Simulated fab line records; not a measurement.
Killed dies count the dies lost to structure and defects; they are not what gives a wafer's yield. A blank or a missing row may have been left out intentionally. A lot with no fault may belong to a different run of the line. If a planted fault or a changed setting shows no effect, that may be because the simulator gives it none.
fab line records	flow n5_finfet
record lots=3	wafers=7	last_day=18
route steps=1938 shown BEOL_M1@758 BEOL_M4@1111 PASSIVATION@1936
lots that met no fault: from a run of the same line without faults
start_h: hours from the record's first day to the start of the lot's first wafer shown	wait_h: hours from the lot's prior step to this one	" unchanged from the row above	L1.1+2: a single row standing in for several wafers	- no value present, or no start provided	* or withheld: withheld	< > ~ a bound
route shown NAME@n: names a module that has steps shown in the file, with the first one's number in the route	usual: average and standard deviation across the fault-free wafers	same: alike in all rows	chamber/n: place in a boat	sites: per-site readings	_std_site: the standard deviation of these	_edge_site: mean of outer sites minus mean of inner sites	radius_mm: how far each site lies from the wafer's centre	mask NAME#n: copy n	behind: the last tool/chamber to shape the wafer	hold: reason for holding the lot/hours on hold/outcome of the hold	device: names the non-switching transistor (n, p or np)	end of line: the tests these same wafers got at the end of their route	step lacking rows: just its recipe	killed: dies that structure and defects cost at the first sort, which is not the same as the wafer's yield	map: shows each die of a wafer: x if killed, . if not, _ if none is there
set.NAME: the setting the step ran with; set.NAME@STEP: the setting that earlier step ran with	model.NAME: the simulator's own value behind a step, which no gauge read
lots at some steps of the route; a table a step, a row a wafer
services: when a tool's chamber went out of use (start_h, in hours from the record's first day, below 0 if earlier), for how many hours, and the reason
## steps
# step N5_BEOL_M1_COAT_05
# recipe resist=CAR-EUV	spin_rpm=1500	resist_thk_nm=30
# step N5_BEOL_M1_EBR_07
# recipe solvent=PGMEA	ebr_width_mm=1.5
# step N5_BEOL_M1_SOFTBAKE_06
# recipe temp_c=110	time_s=60	resist=CAR-EUV
# step N5_BEOL_M1_EXPOSE_08
# recipe mask_id=M1	na=0.33	source_shape=dipole	sigma_inner=0.369	sigma_outer=0.767	polarization=unpolarized	dose_mj=33
# step N5_BEOL_M1_PEB_09
# recipe peb_temp_c=100	peb_time_s=60	resist=CAR-EUV
# step N5_BEOL_M1_DEVELOP_10
# recipe develop_time_s=30	developer=TMAH	resist=CAR-EUV	rinse_liquid=surfactant_rinse	dry=air_spin	dev_temp_c=23
# step N5_BEOL_M1_DESCUM_16
# recipe chemistry=O2	time_s=7	source_power_w=50	bias_power_w=20	pressure_mtorr=20	rf_frequency_hz=2.712e+07	temp_c=40	resist=CAR-EUV	o2_flow_sccm=225
# step N5_BEOL_M1_ETCH_74
# recipe chemistry=N2/H2	target=underlayer	target_depth_a=65	mask_material=CAR-EUV	time_s=5.2	ion_energy_ev=200	pressure_mtorr=30	source_w=840	bias_w=150	n2_flow_sccm=200	h2_flow_sccm=200	ends=cleared
# step N5_BEOL_M1_ETCH_63
# recipe chemistry=CF4	target=SiARC	target_depth_a=156	mask_material=CAR-EUV	time_s=26	ion_energy_ev=80	pressure_mtorr=40	source_w=545	bias_w=36	Ar_flow_sccm=100	cf4_flow_sccm=100	ends=cleared
# step N5_BEOL_M1_ETCH_64
# recipe chemistry=N2/H2	target=SOC	target_depth_a=750	overetch_a=150	mask_material=SiARC	temp_c=40	time_s=112.5	ion_energy_ev=200	pressure_mtorr=30	source_w=840	bias_w=150	n2_flow_sccm=200	h2_flow_sccm=200
# usual drypump_motor_current_A=5.4/0.48	oes_product_au=0.64/0.068	rf_vpp_V=523.6/2.6	showerhead_plenum_p_Torr=2.53/0.083	throttle_valve_pct=17.82/0.29
lot.wafer	tool	chamber	start_h	wait_h	drypump_motor_current_A	oes_product_au	rf_hours_counter_h	rf_vpp_V	showerhead_plenum_p_Torr	throttle_valve_pct	model.etch.depth_nm	model.SiARC_of_BEOL_M1_COAT_62.thk_nm	model.BEOL_M1.cd_offset_nm
L671.2	rie_diel-03	1	157.12	0.0	5.6	0.57	191	522.7	2.52	18.08	59.76	6.8	0.4
L671.4	"	3	"	"	6.2	0.67	42	523.1	2.48	17.79	59.72	6.8	0.2
L671.5	"	2	"	"	5.1	0.65	-	524.7	2.57	17.81	59.72	7	-0.4
L682.4	rie_diel-03	0	212.96	0.0	5.0	0.69	33	528.8	2.66	17.33	54.68	8.8	-1.4
L682.5	"	1	"	"	5.6	0.57	-	522.6	2.52	18.11	60.11	6.6	0.4
L688.1	rie_diel-01	0	248.48	0.0	5.3	0.72	17	526.6	2.70	17.68	60.04	6.6	0
L688.4	"	1	"	"	5.1	0.58	-	521.6	2.41	18.17	60.19	7.2	0.2
# step N5_BEOL_M1_STRIP_65
# recipe chemistry=N2/H2	temp_c=40	n2_flow_sccm=200	h2_flow_sccm=200	rf_frequency_hz=6e+07
# step N5_BEOL_M1_STRIP_75
# recipe chemistry=N2/H2	temp_c=40	n2_flow_sccm=200	h2_flow_sccm=200	rf_frequency_hz=6e+07
# step N5_BEOL_M1_STRIP_66
# recipe chemistry=CF4	resist=SiARC	power_w=300	bias_power_w=75	pressure_mtorr=50	cf4_flow_sccm=150	rf_frequency_hz=6e+07
# step N5_BEOL_M1_HM_OPEN_17
# recipe chemistry=Cl2/BCl3	target_depth_a=200	overetch_a=60	target=TiN	mask_material=SOC	ion_energy_ev=150	pressure_mtorr=10	icp_w=1000	bias_w=126	Cl2_flow_sccm=53.25	bcl3_flow_sccm=21.75	Ar_flow_sccm=25
# usual drypump_motor_current_A=5.7/0.32	oes_product_au=0.64/0.091	throttle_valve_pct=22.31/0.24
lot.wafer	tool	chamber	start_h	wait_h	drypump_motor_current_A	oes_product_au	rf_hours_counter_h	throttle_valve_pct	model.BEOL_M1.cd_offset_nm
L671.2	rie_metal-02	0	157.29	0.0	5.8	0.56	101	22.30	0.4
L671.4	"	1	"	"	5.6	0.74	-	22.58	0.2
L671.5	"	0	"	"	5.8	0.56	-	22.32	-0.4
L682.4	rie_metal-02	0	213.15	0.1	5.8	0.54	-	22.35	-1.6
L682.5	"	0	"	"	5.8	0.54	-	22.33	0.2
L688.1	rie_metal-02	0	248.66	0.0	5.8	0.55	109	22.32	0
L688.4	"	0	"	"	5.8	0.55	-	22.35	0.2
# step N5_BEOL_M1_STRIP_19
# recipe chemistry=O2	power_w=400	temp_c=40	pressure_mtorr=30	rf_frequency_hz=6e+07	bias_power_w=0	overash_fraction=0.2	o2_flow_sccm=225
# step N5_BEOL_M1_CD_MEAS_18
# recipe pitch_nm=36	target_cd_nm=18
# usual cd_nm=17.9/0.42
lot.wafer	tool	chamber	start_h	wait_h	cd_nm
L671.2	cd_sem-02	-	157.47	0.1	18.4
L671.4	"	-	"	"	18.2
L671.5	"	-	"	"	17.7
L682.4	cd_sem-02	-	213.36	0.1	16.3
L682.5	"	-	"	"	18.5
L688.1	cd_sem-02	-	249.26	0.0	18.2
L688.4	"	-	"	"	18.4
# step N5_BEOL_M1_COAT_67
# recipe resist=SOC	temp_c=250	time_s=60	spin_rpm=1500	resist_thk_nm=60
# step N5_BEOL_M1_COAT_68
# recipe resist=SiARC	temp_c=220	time_s=60	spin_rpm=1500	resist_thk_nm=12
# step N5_BEOL_M1_COAT_76
# recipe resist=underlayer	temp_c=205	time_s=60	spin_rpm=1500	resist_thk_nm=5
# step N5_BEOL_M1_COAT_22
# recipe resist=CAR-EUV	spin_rpm=1500	resist_thk_nm=30
# step N5_BEOL_M1_EBR_24
# recipe solvent=PGMEA	ebr_width_mm=1.5
# step N5_BEOL_M1_SOFTBAKE_23
# recipe temp_c=110	time_s=60	resist=CAR-EUV
# step N5_BEOL_M1_EXPOSE_25
# recipe mask_id=V0	na=0.33	source_shape=quasar	sigma_inner=0.2	sigma_outer=0.8	polarization=unpolarized	defocus_nm=5	target_cd_nm=24	dose_mj=63
# step N5_BEOL_M1_PEB_26
# recipe peb_temp_c=100	peb_time_s=60	resist=CAR-EUV
# step N5_BEOL_M1_DEVELOP_27
# recipe develop_time_s=30	developer=TMAH	resist=CAR-EUV	rinse_liquid=surfactant_rinse	dry=air_spin	dev_temp_c=23
# step N5_BEOL_M1_DESCUM_33
# recipe chemistry=O2	time_s=7	source_power_w=50	bias_power_w=20	pressure_mtorr=20	rf_frequency_hz=2.712e+07	temp_c=40	resist=CAR-EUV	o2_flow_sccm=225
# step N5_BEOL_M1_ETCH_77
# recipe chemistry=N2/H2	target=underlayer	target_depth_a=65	mask_material=CAR-EUV	time_s=5.2	ion_energy_ev=200	pressure_mtorr=30	source_w=840	bias_w=150	n2_flow_sccm=200	h2_flow_sccm=200	ends=cleared
# step N5_BEOL_M1_ETCH_69
# recipe chemistry=CF4	target=SiARC	target_depth_a=156	mask_material=CAR-EUV	time_s=26	ion_energy_ev=80	pressure_mtorr=40	source_w=545	bias_w=36	Ar_flow_sccm=100	cf4_flow_sccm=100	ends=cleared
# step N5_BEOL_M1_ALD_98
# recipe material=SiO2	target_thk_a=25	temp_c=100	ald_precursor_family=BDEAS	ald_co_reactant=O2-plasma	pulse_time_s=1	co_reactant_pulse_time_s=1	purge_time_s=2	co_reactant_purge_time_s=2	ald_cycles=17	pressure_torr=2
# step N5_BEOL_M1_ETCHBACK_99
# recipe chemistry=CHF3	target=SiO2	target_depth_a=50	time_s=10.4	source_w=215	bias_w=47	Ar_flow_sccm=200	CHF3_flow_sccm=12	ion_energy_ev=100	pressure_mtorr=30
# usual drypump_motor_current_A=5.4/0.39	oes_f_703_au=0.82/0.1	oes_product_au=0.83/0.097	rf_vpp_V=243/6.6	showerhead_plenum_p_Torr=2.14/0.076	throttle_valve_pct=17.1/0.31
lot.wafer	tool	chamber	start_h	wait_h	drypump_motor_current_A	oes_f_703_au	oes_product_au	rf_hours_counter_h	rf_vpp_V	showerhead_plenum_p_Torr	throttle_valve_pct
L671.2	rie_diel-01	3	162.36	3.4	5.6	1.02	0.98	3	235	2.22	16.7
L671.4	"	1	"	"	5.1	0.72	0.74	-	242	2.09	17.5
L671.5	"	2	"	"	5.4	0.90	0.95	-	253	2.09	16.7
L682.4	rie_diel-03	2	230.06	15.8	5.1	0.82	0.32	117	237	2.18	17.1
L682.5	"	0	"	"	4.9	0.91	0.92	-	236	2.28	16.8
L688.1	rie_diel-04	1	254.46	3.5	5.7	0.76	0.77	161	245	2.14	17.1
L688.4	"	2	"	"	4.7	0.69	0.68	233	232	2.00	16.9
# step N5_BEOL_M1_ETCH_70
# recipe chemistry=N2/H2	target=SOC	target_depth_a=800	overetch_a=160	mask_material=SiARC	temp_c=40	time_s=120	ion_energy_ev=200	pressure_mtorr=30	source_w=840	bias_w=150	n2_flow_sccm=200	h2_flow_sccm=200
# step N5_BEOL_M1_STRIP_71
# recipe chemistry=N2/H2	temp_c=40	n2_flow_sccm=200	h2_flow_sccm=200	rf_frequency_hz=6e+07
# step N5_BEOL_M1_STRIP_78
# recipe chemistry=N2/H2	temp_c=40	n2_flow_sccm=200	h2_flow_sccm=200	rf_frequency_hz=6e+07
# step N5_BEOL_M1_STRIP_83
# recipe chemistry=C4F6/O2	resist=SiARC	rf_frequency_hz=6e+07
# step N5_BEOL_M1_STRIP_36
# recipe chemistry=N2/H2	power_w=450	temp_c=40	pressure_mtorr=20	rf_frequency_hz=6e+07	overash_fraction=0.3	bias_power_w=7	h2_frac=0.5	n2_flow_sccm=200	h2_flow_sccm=200
# step N5_BEOL_M1_ETCH_41
# recipe chemistry=CH3F/O2	target=SiCN	target_depth_a=319	taper_deg=2	time_s=57.8	ion_energy_ev=120	mask_material=TiN	pressure_mtorr=30	source_w=395	bias_w=75	Ar_flow_sccm=150	CH3F_flow_sccm=30	O2_flow_sccm=20
# usual CH3F_flow_sccm=29.99/0.088	drypump_motor_current_A=5.4/0.39	oes_product_au=0.83/0.097	rf_vpp_V=297.2/1.6	showerhead_plenum_p_Torr=1.99/0.07	throttle_valve_pct=16.3/0.3
lot.wafer	tool	chamber	start_h	wait_h	CH3F_flow_sccm	drypump_motor_current_A	oes_product_au	rf_hours_counter_h	rf_vpp_V	showerhead_plenum_p_Torr	throttle_valve_pct
L671.2	rie_diel-01	3	-	-	29.87	5.6	0.97	3	298.8	2.07	15.9
L671.4	"	1	"	"	29.92	5.1	0.75	-	296.6	1.94	16.7
L671.5	"	2	"	"	29.99	5.4	0.93	-	295.4	1.94	15.9
L682.4	rie_diel-03	2	-	-	30.04	5.1	0.31	117	297.9	2.02	16.4
L682.5	"	0	"	"	29.90	5.0	0.89	-	301.5	2.12	16.1
L688.1	rie_diel-04	1	-	-	30.02	5.7	0.76	161	298.1	1.99	16.4
L688.4	"	2	"	"	30.16	4.8	0.69	233	296.2	1.86	16.2
# step N5_BEOL_M1_OCD_MEAS_38
# usual trench_depth_nm=55.1/1.3
lot.wafer	tool	chamber	start_h	wait_h	trench_depth_nm
L671.2	ocd-01	-	162.75	-	57.1
L671.4	"	-	"	"	53.5
L671.5	"	-	"	"	55.5
L682.4	ocd-02	-	230.46	-	1.7
L682.5	"	-	"	"	55.7
L688.1	ocd-02	-	254.86	-	55.3
L688.4	"	-	"	"	53.0
# step N5_BEOL_M1_CD_MEAS_35
# recipe target_cd_nm=18	target_cd_y_nm=21	polarity=opening
# usual cd_nm=18.0/0.46
lot.wafer	tool	chamber	start_h	wait_h	cd_nm
L671.2	cd_sem-02	-	162.90	0.0	18.6
L671.4	"	-	"	"	18.3
L671.5	"	-	"	"	17.8
L682.4	cd_sem-01	-	230.62	0.0	-
L682.5	"	-	"	"	18.4
L688.1	cd_sem-02	-	255.02	0.0	18.2
L688.4	"	-	"	"	18.1
# step N5_BEOL_M1_THK_MEAS_53
# recipe thk_meas_gauge=xrf	reads=Cu_of_BEOL_M1_ECD_50
# usual M1_THK=40.8/2.1
lot.wafer	tool	chamber	start_h	wait_h	M1_THK[nm]
L671.2	film_metro-02	-	166.76	-	41.3
L671.4	"	-	"	"	42.2
L671.5	"	-	"	"	40.2
L682.4	film_metro-02	-	235.46	-	-
L682.5	"	-	"	"	38.4
L688.1	film_metro-01	-	259.06	-	41.6
L688.4	"	-	"	"	42.4
# step N5_BEOL_M4_RC_MEAS_101
# usual DIBL_N=36.5/2.2	DIBL_P=36.9/2.9	IOFF_N=0.17/0.044	IOFF_P=0.22/0.052	ION_N=671/16	ION_P=461/10	SS_N=71.6/0.73	SS_P=73.5/0.79	VT_N=250/4.1	VT_P=-250/4.1
lot.wafer	tool	chamber	start_h	wait_h	DIBL_N[mV/V]	DIBL_P[mV/V]	IOFF_N[nA/um]	IOFF_P[nA/um]	ION_N[uA/um]	ION_P[uA/um]	SS_N[mV/dec]	SS_P[mV/dec]	VT_N[mV]	VT_P[mV]
L671.2	prober-01	0	207.15	0.2	35.7	35.7	0.15	0.22	662	462	70.8	73.3	251	-251
L671.4	"	0	"	"	37.2	37.0	0.17	0.24	678	467	71.6	73.2	250	-248
L671.5	"	0	"	"	36.6	36.8	0.17	0.23	672	456	71.5	73.6	248	-251
L682.5	prober-02	0	269.18	0.6	36.0	36.9	0.14	0.20	668	454	71.4	73.4	254	-252
L688.1	prober-02	0	315.57	0.0	37.2	37.1	0.19	0.28	680	470	71.5	74.5	248	-243
L688.4	"	0	"	"	37.0	37.2	0.19	0.28	690	481	71.4	74.3	248	-241
# step N5_PASSIVATION_PROBE_49
# usual defect_limited_yield=91.3/1.4	killed_at_M0_to_M3=36/10	killed_at_M4_up=13/5.4	killed_at_contacts=12/5.3	killed_at_front_end=39/10	killed_at_other=3.2/2.7	killed_dies=103/16	killed_on_rim=13/4	killed_open=68/13	killed_short=33/6.6	sort_bin_5_function=5.1/0.92	sort_bin_6_memory=3.3/0.68	sort_n_pass=1077/17	sort_yield_pct=91.2/1.4
# same gross_dies=1180	killed_at_back_side=0	sort_bin_4_leakage[%]=0	sort_bin_8_speed[%]=0
lot.wafer	tool	chamber	start_h	wait_h	defect_limited_yield[%]	killed_at_M0_to_M3	killed_at_M4_up	killed_at_contacts	killed_at_front_end	killed_at_other	killed_dies	killed_on_rim	killed_open	killed_short	sort_bin_5_function[%]	sort_bin_6_memory[%]	sort_n_pass	sort_yield_pct[%]
L682.4	prober-02	-	374.97	0.2	2.8	1090	23	7	27	0	1147	139	64	28	93.8	3.2	33	2.8
L682.5	prober-02	-	375.02	0.2	92.6	34	10	16	27	0	87	14	54	31	4.2	3.0	1093	92.6
# killed by level:class
L682.4 BEOL_M1:area_etch=1053 BEOL_M1:geometric_particle:open=13 FIN_SAQP:geometric_particle:open=8 BEOL_M0_SAQP:geometric_particle:short=8 MOL_CONTACT_COAG:geometric_particle:open=7 BEOL_M0_SAQP:geometric_particle:open=7 BEOL_M4:geometric_particle:open=6 FIN_SAQP:geometric_particle:short=5
L682.5 BEOL_M0_SAQP:geometric_particle:open=12 MOL_CONTACT_COAG:geometric_particle:open=10 FIN_SAQP:geometric_particle:short=8 BEOL_M0:geometric_particle:open=7 MOL_CONTACT_COAG:geometric_particle:short=6 BEOL_M0_SAQP:geometric_particle:short=6 FIN_SAQP:geometric_particle:open=4 BEOL_M1:geometric_particle:open=4
# map L682.4 (x killed, . not)
_________________xxxxxxx.x.xx________________
______________x.xxxxxxxx.xxxxxxx_____________
___________xxxxxxxxxxxxx.xxxxxxxxxx__________
__________x.xxxxxxxxxxxxxxxxxxxxxxxx_________
________xxxxxxxxxxxxxxxxxxxx.x.x.xxxxx_______
_______xxxxxxxxxxxxxxxxxxxxxx.x..xxxxx.______
______xxxxxxxxxxxxxxxxxx.x.xxxx..xxxxxxx_____
_____xxxxxxxxxxxxxxxxxxxxxxx.xxxx.xxxxx..____
____xxxxxxxxxxxxxxxxxxxxxx.xxxxxxxxxxxxxxx___
___xxxxxxxxxxxxxxxxxxxxxxxxxxxxxxxxxxxxxxxx__
___xxxxxxxxxxxxxxxxxxxxxxxxxxxxxxxxxxxxxxxx__
__xxxxxxxxxxxxxxxxxxxxxxxxxxxxxxxxxxxxxxxxx._
__xxxxxxxxxxxxxxx.xxxxxxxxxxxxxxxxxxxxxxxxxx_
_xxxxxxxxxxxxxxxxxxxxxxxxxxxxxxxxxxxxxxxxxxx.
_xxxxxxxxxxxxxxxxxxxxxxxxxxxxxxxxxxxxxxxxxxxx
_xxxxxxxxxxxxxxxxxxxxxxxxxxxxxxxxxxxxxxxxxxxx
_xxxxxxxxxxxxxxxxxxxxxxxxxxxxxxxxxxxxxxxxxxxx
_xxxxxxxxxxxxxxxxxxxxxxxxxxxxxxxxxxxxxxxxxxxx
_xxxxxxxxxxxxxxxxxxxxxxxxxxxxxxxxxxxxxxxxxxxx
_xxxxxxxxxxxxxxxxxxxxxxxxxxxxxxxxxxxxxxxxxxxx
_xxxxxxxxxxxxxxxxxxxxxxxxxxxxxxxxxxxxxxxxxxxx
__.xxxxxxxxxxxxxxxxxxxxxxxxxxxxxxxxxxxxxxxxx_
__xxxxxxxxxxxxxxxxxxxxxxxxxxxxxxxxxxxxxxxxxx_
___xx..xxxxxxxxxxxxxxxxxxxxxxxxxxxxxxxxxxxx__
___xxxxxxxxxxxxxxxxxxxxxxxxxxxxxxxxxxxxxxxx__
____xxxxxxxxxxxxxxxxxxxxxxxxxxxxxxxxxxxxxx___
_____xxxxxxxxxxxxxxxxxxxxxxxxxxxxxxxxxxxx____
______xxxxxxxxxxxxxxxxxxxxxxxxxxxxxxxxxx_____
_______xxxxxxxxxxxxxxxxxxxxxxxxxxxxx.xx______
________xxxxxxxxxxxxxxxxxxxxxxxxxxx.xx_______
__________xxxxxxxxxxxxxxxxxxxxxxxxx._________
___________xxxxxxxxxxxxxxxxxxxxxxxx__________
______________xxxx.xxxxxxxxxxxxx_____________
_________________x.xxxxxxxxxx________________
# map L671.2 (x killed, . not)
_________________............________________
______________....x............._____________
___________...x...x...x............__________
__________....x..........x..x.x....._________
________..................x..........._______
_______................................______
______........x...x............x..x.x..._____
_____..x......x......x.......x.........x.____
____..................x....x...x..........___
___.......................................x__
___........................x..........x....__
__x.......x..x.......x....x.....xx.x...xx.x._
__..x.x.........x..........................._
_...........x....x.x.........x........xx.xx..
_....................x...........x...........
_............................................
_....x.....x...x...............x......x......
_....x..........x..x...........x.........x...
_.................x............xx............
_.................x......x...................
_......................x.......x.............
__..x.......x.x...x.......x..........x....xx_
__.............x................x....x......_
___..x...........x......x...........x......__
___....x.......x.................x.......x.__
____x.................xx.x...xx..........x___
_____.............x....xx.......x..x.....____
______..........x.......x....x......x..._____
_______..x.........................x...______
________........x....................._______
__________......x......x.......x...._________
___________........................__________
______________........x..x......_____________
_________________.......xx...________________
## services
tool	chamber	start_h	hours	kind
rie_diel-04	-	136.35	1.1	repair
rie_diel-04	0	152.81	8.1	repair
rie_diel-01	0	153.30	-	clean
rie_diel-01	0	153.30	-	consumable_replace:focus_ring
rie_diel-01	0	153.30	-	consumable_replace:showerhead
rie_diel-01	0	153.30	29.5	scheduled_down
rie_diel-01	0	153.30	29.5	vent_cycle
rie_diel-04	-	167.56	0.5	repair
rie_diel-01	0	223.37	15.1	repair
rie_metal-02	-	226.85	2.8	pm
rie_diel-01	3	232.64	22.4	repair
rie_metal-02	1	241.66	7.5	repair
rie_diel-03	-	244.35	28.1	pm
## key
first_sign step=N5_BEOL_M1_CD_MEAS_18	reading=cd_nm	direction=down	sigmas=4	usual=17.9	struck=16.3
effect step=N5_BEOL_M1_ETCHBACK_99	reading=oes_product_au	direction=down	sigmas=5.2	usual=0.83	struck=0.32
effect step=N5_BEOL_M1_ETCH_41	reading=oes_product_au	direction=down	sigmas=5.3	usual=0.83	struck=0.31
effect step=N5_BEOL_M1_OCD_MEAS_38	reading=trench_depth_nm	direction=down	sigmas=41	usual=55.1	struck=1.7
effect step=N5_BEOL_M1_CD_MEAS_35	reading=cd_nm	direction=missing
effect step=N5_BEOL_M1_THK_MEAS_53	reading=M1_THK	direction=missing
effect step=N5_PASSIVATION_PROBE_49	reading=killed_at_M0_to_M3	direction=up	sigmas=99+	usual=36	struck=1090
model_effect step=N5_BEOL_M1_ETCH_64	value=etch.depth_nm	without=59.97	struck=54.68
model_effect step=N5_BEOL_M1_HM_OPEN_17	value=BEOL_M1.cd_offset_nm	without=-0.8	struck=-1.6
more_kills_born_at N5_BEOL_M1_ETCH_64@rie_diel-03=1053
met_at N5_BEOL_M1_ETCH_64
struck_wafers L682.4
later_rows_left_out L682.4
onset_between 157.12 212.96
fault kind=process_parameter_drift	tool=rie_diel-03	chamber=-	onset_h=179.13	steps=N5_BEOL_M1_ETCH_64	channel=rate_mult	offset=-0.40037	shape=step	end_h=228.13	scope=struck_wafers_only
# later_rows_left_out: the simulator's readings of these wafers behind a module that went badly wrong aren't trusted and aren't shown, but for the sort
